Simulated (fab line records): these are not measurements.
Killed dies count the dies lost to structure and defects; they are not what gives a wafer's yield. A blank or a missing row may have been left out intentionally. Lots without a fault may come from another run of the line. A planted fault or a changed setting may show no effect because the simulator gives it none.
Comparing a struck lot with a sound one / flow nand_harc / 40 steps out of a route of 1302
Sound: the wafers L103.4, L103.5, L103.6. Struck: wafer L109.3; the same lot's L109.5 was not struck, so it is left out; see the end for the cause.
For every step that has rows: the tool of each side, followed by ch and its chambers, followed by its first start. Under that, the readings that differ: sound wafers / struck wafers / difference of the means / sigmas: that difference in standard deviations of wafers without a fault.
alike: a reading whose means differ by less than 2 such deviations, as well as words and numbers matching on both sides. not compared: withheld readings; readings where some wafer has no value; bounds like >300 that might hide an equal value; numbers whose values overlap and for which the record gives no deviation.
Wherever a step has rows on one side only, a row that says differs or no value, or a row with sigmas, the two part there. Non-overlapping numbers with no deviation appear without sigmas and do not part them. A reading missing from all wafers of one side parts the sides only when that side holds two or more wafers.

first, 3 steps without rows for these wafers: NHARC_A_BONDPAD_HARDBAKE_10 (time 65 s); NHARC_A_BONDPAD_DESCUM_11 (chemistry O2, time 3 s); NHARC_A_BONDPAD_ETCH_34 (etches the open film in N2/H2, target depth 60 nm, overetch 18 nm, time 65.91 s).
NHARC_A_BONDPAD_ETCH_12: etches the open film in CHF3/O2, target depth 220 nm, time 110 s.
  sound on rie_diel-06 ch 0,2,3; struck on rie_diel-07 ch 2
reading=mfc_ar_sccm (sccm); sound=200.2 201.7 201.0; struck=199.6; difference=-1.4; sigmas=-2
  alike: drypump_motor_current_A, oes_product_au, rf_vpp_V, showerhead_plenum_p_Torr, throttle_valve_pct
  not compared: rf_hours_counter_h
NHARC_A_BONDPAD_CD_MEAS_13:
  sound on cd_sem-03 at day 26 03:42; struck on cd_sem-03 at day 28 20:02
  alike: cd_nm
then, 4 steps without rows for these wafers: NHARC_A_BONDPAD_STRIP_15 (strips in O2); NHARC_A_BONDPAD_ETCH_24 (etches the open film in CF4/N2, target depth 30 nm, time 72.99 s); NHARC_A_BONDPAD_STRIP_16 (strips in post etch residue remover, time 600 s); NHARC_A_BONDPAD_DEGAS_25 (time 60 s).
NHARC_A_BONDPAD_PRE_CLEAN_26: time 30 s.
  sound on pvd_sputter-03; struck on pvd_sputter-03
  alike: heater_power_w
then, 1 step without rows for these wafers: NHARC_A_BONDPAD_PVD_17 (deposits TaN, target thk 5 nm, time 8.06 s).
NHARC_A_BONDPAD_PVD_27: deposits Cu, target thk 30 nm, time 20.49 s.
  sound on pvd_sputter-03; struck on pvd_sputter-03
  alike: substrate_temp_c, throttle_valve_pct
NHARC_A_BONDPAD_ECD_18: material Cu, target thk 400 nm.
  sound on ecd_cu-02 ch 0,1, day 26 04:50; struck on ecd_cu-02 ch 1, day 28 21:07
then, 1 step without rows for these wafers: NHARC_A_BONDPAD_ANNEAL_28 (time 90 s).
NHARC_A_BONDPAD_CMP_19: polishes, t overpolish 30 s, cu recess touch 16 s, target thk 169.82 nm.
  sound on cmp-04 ch 0,1,2, day 26 05:28; struck on cmp-04 ch 0, day 28 21:47
  alike: motor_current_A, overpolish_run_s
  not compared: pad_life_wafers
then, 1 step without rows for these wafers: NHARC_A_BONDPAD_SRD_21 (time 30 s, dry time 20 s).
NHARC_A_BONDPAD_INSPECT_23:
  sound on defect_inspect-02 at day 26 05:56; struck on defect_inspect-01 at day 28 22:16
  alike: raw_defect_count
then, 5 steps without rows for these wafers: NHARC_HYBRID_BOND_ACTIVATE_00 (chemistry N2, time 60 s); NHARC_HYBRID_BOND_PRECLEAN_01 (cleans in DIW, time 300 s); NHARC_HYBRID_BOND_SRD_02 (time 30 s, dry time 20 s); NHARC_HYBRID_BOND_BOND_03; NHARC_HYBRID_BOND_ANNEAL_04 (time 7200 s).
NHARC_HYBRID_BOND_OVL_MEAS_05:
  the record has rows for the sound wafers here (overlay-02, day 26 17:58) and none for the struck ones
NHARC_HYBRID_BOND_INSPECT_06: inspects for defects (ir void).
  the record has rows for the sound wafers here (defect_inspect-02, day 26 18:01) and none for the struck ones
following that, these wafers have no rows for 1 step: NHARC_THIN_TSV_GRIND_00.
NHARC_THIN_TSV_CMP_01: polishes.
  the record has rows for the sound wafers here (cmp-01 ch 0,2,3, day 26 19:25) and none for the struck ones
NHARC_THIN_TSV_THK_MEAS_02: measures by ir.
  the record has rows for the sound wafers here (film_metro-01, day 26 19:38) and none for the struck ones
then, 12 steps without rows for these wafers: NHARC_THIN_TSV_SRD_03; NHARC_THIN_TSV_PRECLEAN_41 (cleans in SC1); NHARC_THIN_TSV_SRD_42; NHARC_THIN_TSV_DEP_43 (deposits SiO2, target thk 1328.5 nm); NHARC_THIN_TSV_DEHYDRATE_04 (time 120 s); NHARC_THIN_TSV_HMDS_05 (time 30 s); NHARC_THIN_TSV_COAT_06; NHARC_THIN_TSV_SOFTBAKE_07 (time 95 s); NHARC_THIN_TSV_EBR_08; NHARC_THIN_TSV_EXPOSE_09 (exposes mask TSV); NHARC_THIN_TSV_PEB_10 (peb time 85 s); NHARC_THIN_TSV_DEVELOP_11 (time 70 s).
NHARC_END_SORT_01:
  sound on prober-02 ch 0, day 27 14:09; struck on prober-02 ch 0, day 30 03:58
reading=defect_limited_yield (%); sound=86.0 89.4 84.9; struck=0; difference=-87; sigmas=-31
reading=killed_at_array; sound=91 69 99; struck=675; difference=+589; sigmas=+31
reading=killed_dies; sound=95 72 102; struck=677; difference=+587; sigmas=+31
reading=killed_short; sound=1 0 2; struck=6; difference=+5; sigmas=+3
  alike: killed_at_other, killed_at_periphery, killed_open

WHERE THEY PART
Last at NHARC_END_SORT_01 as far as this record goes, first at NHARC_A_BONDPAD_ETCH_12.

WHY: whatever the simulator had introduced
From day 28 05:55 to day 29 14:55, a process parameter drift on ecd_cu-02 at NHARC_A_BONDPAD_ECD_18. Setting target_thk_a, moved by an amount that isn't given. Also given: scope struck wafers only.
